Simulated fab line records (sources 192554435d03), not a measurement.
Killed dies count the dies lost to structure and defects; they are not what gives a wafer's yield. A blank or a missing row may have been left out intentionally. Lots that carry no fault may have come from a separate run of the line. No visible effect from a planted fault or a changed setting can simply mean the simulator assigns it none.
Chamber matching + flow n5_finfet + N5_FIN_SAQP_STRIP_77 on rie_diel-06 has 4 sister chambers
The step strips in N2/H2, time 90 s. 18 wafers are shown with their chamber, then 9 later ones without.

## EACH WAFER AND ITS CHAMBER
| wafer  | chamber | showerhead_plenum_p_Torr (Torr) | throttle_valve_pct (%) | oes_product_au (a.u.) |
|--------|---------|---------------------------------|------------------------|-----------------------|
| L081.2 | 1       | 3.49                            | 12.21                  | 0.72                  |
| L081.5 | 3       | 3.42                            | 12.14                  | 0.89                  |
| L081.6 | 0       | 3.36                            | 12.50                  | 0.75                  |
| L082.1 | 1       | 3.49                            | 12.19                  | 0.72                  |
| L082.2 | 0       | 3.36                            | 12.52                  | 0.74                  |
| L082.3 | 2       | 3.42                            | 12.03                  | 0.83                  |
| L083.3 | 2       | 3.42                            | 12.03                  | 0.82                  |
| L083.4 | 0       | 3.36                            | 12.54                  | 0.73                  |
| L083.5 | 3       | 3.42                            | 12.17                  | 0.87                  |
| L084.3 | 0       | 3.36                            | 12.52                  | 0.73                  |
| L084.4 | 2       | 3.42                            | 12.04                  | 0.82                  |
| L084.6 | 0       | 3.36                            | 12.53                  | 0.73                  |
| L086.2 | 3       | 3.42                            | 12.15                  | 0.87                  |
| L086.3 | 0       | 3.36                            | 12.55                  | 0.72                  |
| L086.5 | 1       | 3.49                            | 12.23                  | 0.71                  |
| L088.1 | 1       | 3.49                            | 12.22                  | 0.71                  |
| L088.3 | 2       | 3.42                            | 12.06                  | 0.81                  |
| L088.5 | 3       | 3.41                            | 12.18                  | 0.87                  |

SIGNATURES, as means of the wafers listed above
| reading                  | chamber 0 | chamber 1 | chamber 2 | chamber 3 | scatter within a chamber |
|--------------------------|-----------|-----------|-----------|-----------|--------------------------|
| showerhead_plenum_p_Torr | 3.3600    | 3.4900    | 3.4200    | 3.4175    | 0.00231                  |
| throttle_valve_pct       | 12.5267   | 12.2125   | 12.0400   | 12.1600   | 0.0169                   |
| oes_product_au           | 0.7333    | 0.7150    | 0.8200    | 0.8750    | 0.009                    |
Rule: distance of a wafer from a chamber = root of the sum over the readings of ((wafer's reading minus chamber's mean) / reading's scatter) squared. If the next closest chamber is less than 2 further off than the closest, the wafer can't be placed; otherwise it belongs to the closest. The scatter: the root of (the sum of the squares of (reading less its chamber's mean) over the shown wafers, divided by (wafers less chambers)).

## WAFERS WHOSE CHAMBER IS MISSING
| wafer  | showerhead_plenum_p_Torr (Torr) | throttle_valve_pct (%) | oes_product_au (a.u.) |
|--------|---------------------------------|------------------------|-----------------------|
| L089.1 | 3.41                            | 12.08                  | 0.80                  |
| L089.5 | 3.41                            | 12.18                  | 0.85                  |
| L089.6 | 3.41                            | 12.07                  | 0.81                  |
| L094.1 | 3.35                            | 12.59                  | 0.72                  |
| L094.2 | 3.48                            | 12.26                  | 0.70                  |
| L094.3 | 3.41                            | 12.11                  | 0.80                  |
| L096.2 | 3.48                            | 12.27                  | 0.70                  |
| L096.4 | 3.34                            | 12.60                  | 0.72                  |
| L096.5 | 3.34                            | 12.61                  | 0.71                  |

## WHICH CHAMBER EACH ONE RAN IN
| wafer  | from the rows above | in truth |
|--------|---------------------|----------|
| L089.1 | 2                   | 2        |
| L089.5 | 3                   | 3        |
| L089.6 | 2                   | 2        |
| L094.1 | 0                   | 0        |
| L094.2 | 1                   | 1        |
| L094.3 | 2                   | 2        |
| L096.2 | 1                   | 1        |
| L096.4 | 0                   | 0        |
| L096.5 | 0                   | 0        |
Correctly placed: 9 of 9. Not placeable from these rows: 0. Placed wrongly: 0.
